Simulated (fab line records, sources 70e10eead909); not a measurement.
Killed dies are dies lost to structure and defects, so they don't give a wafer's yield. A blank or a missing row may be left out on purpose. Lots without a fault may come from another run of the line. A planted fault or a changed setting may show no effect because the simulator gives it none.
A struck lot beside a sound one | flow nand_harc | 15 steps out of a route of 1159
Sound: wafers L488.1, L488.4, L488.6. Struck: wafers L494.3, L494.6. (L494.5 of the same lot was not struck and is left out.) The cause comes at the end.
At each step with rows: each side's tool, then ch and its chambers, then its first start. Under that, the readings that differ: sound wafers | struck wafers | difference of the means | sigmas: that difference in standard deviations of wafers without a fault.
alike: readings whose means differ by less than 2 such deviations, and words and numbers that are the same on both sides. not compared: withheld readings, readings that some wafer has no value for, bounds like >300 that may hide the same value, and numbers for which the record gives no deviation and whose values overlap.
The two part at a step that has a row with sigmas, a row that says differs or no value, or rows on one side only. Numbers that don't overlap but have no deviation are shown without sigmas and don't part them. A reading that every wafer of one side lacks parts them only if that side has two wafers or more.

first, 4 steps without rows for these wafers: NHARC_A_BONDPAD_EBR_05; NHARC_A_BONDPAD_EXPOSE_06 (exposes mask A BPAD); NHARC_A_BONDPAD_PEB_07 (peb time 80 s); NHARC_A_BONDPAD_DEVELOP_08 (time 50 s).
NHARC_A_BONDPAD_CD_MEAS_09: target cd 500 nm.
  sound on cd_sem-03 ch 0, day 19 22:50; struck on cd_sem-02 ch 0, day 20 15:31
  alike: cd_nm
NHARC_A_BONDPAD_OVL_MEAS_35:
  sound on overlay-01, day 19 22:55; struck on overlay-02, day 20 15:35
  alike: overlay_x_nm, overlay_y_nm
then, 1 step without rows for these wafers: NHARC_A_BONDPAD_HARDBAKE_10 (time 65 s).
NHARC_A_BONDPAD_DESCUM_11: chemistry O2, time 3 s.
  sound on rie_diel-03 ch 1,3, day 19 23:04; struck on rie_diel-11 ch 0,1, day 20 15:44
  alike: drypump_motor_current_A, oes_product_au, rf_vpp_V, showerhead_plenum_p_Torr, throttle_valve_pct
  not compared: rf_hours_counter_h
NHARC_A_BONDPAD_ETCH_34: etches the open film in N2/H2, target depth 60 nm, overetch 18 nm, time 65.91 s.
  sound on rie_diel-03 ch 2,3, day 19 23:09; struck on rie_diel-11 ch 1,2, day 20 15:49
  alike: drypump_motor_current_A, oes_product_au, rf_vpp_V, run_length_s, showerhead_plenum_p_Torr, throttle_valve_pct
  not compared: rf_hours_counter_h
NHARC_A_BONDPAD_ETCH_12: etches the open film in CHF3/O2, target depth 220 nm, time 110 s.
  sound on rie_diel-03 ch 1,2,3; struck on rie_diel-11 ch 1,3
  alike: drypump_motor_current_A, oes_product_au, rf_vpp_V, run_length_s, showerhead_plenum_p_Torr, throttle_valve_pct
  not compared: rf_hours_counter_h
NHARC_A_BONDPAD_CD_MEAS_13:
  sound on cd_sem-01, day 19 23:23; struck on cd_sem-01, day 20 16:04
  alike: cd_nm
NHARC_A_BONDPAD_STRIP_15: strips in O2.
  sound on rie_diel-03 ch 2,3, day 19 23:28; struck on rie_diel-03 ch 2,3, day 20 16:11
  alike: drypump_motor_current_A, oes_product_au, rf_vpp_V, showerhead_plenum_p_Torr, throttle_valve_pct
  not compared: rf_hours_counter_h
NHARC_A_BONDPAD_ETCH_24: etches the open film in CF4/N2, target depth 30 nm, time 72.99 s.
  sound on rie_diel-03 ch 0,3, day 19 23:36; struck on rie_diel-03 ch 1,2, day 20 16:22
  reading          | sound          | struck    | difference | sigmas
  run_length_s (s) | 94.2 94.0 94.0 | 74.9 74.8 | -19.2      | -43
  alike: drypump_motor_current_A, oes_product_au, rf_vpp_V, showerhead_plenum_p_Torr, throttle_valve_pct
  not compared: rf_hours_counter_h
then, 1 step without rows for these wafers: NHARC_A_BONDPAD_STRIP_16 (strips in post etch residue remover, time 600 s).
NHARC_END_SORT_01:
  sound on prober-01 ch 0, day 21 05:54; struck on prober-01 ch 0, day 22 08:25
  reading         | sound | struck | difference | sigmas
  killed_at_other | 3 5 2 | 0 0    | -3         | -3
  alike: defect_limited_yield, killed_at_array, killed_at_periphery, killed_dies, killed_open, killed_short, sort_bin_2_pct, sort_bin_3_pct, sort_bin_4_pct, sort_n_pass, sort_rim_yield_pct, sort_yield_pct

WHERE THEY PART
First at NHARC_A_BONDPAD_ETCH_24; last, within this record, at NHARC_END_SORT_01.

WHY: what the simulator had put in
Process parameter drift: rie_diel-03, from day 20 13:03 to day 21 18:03, at NHARC_A_BONDPAD_ETCH_24. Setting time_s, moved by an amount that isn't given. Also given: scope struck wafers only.
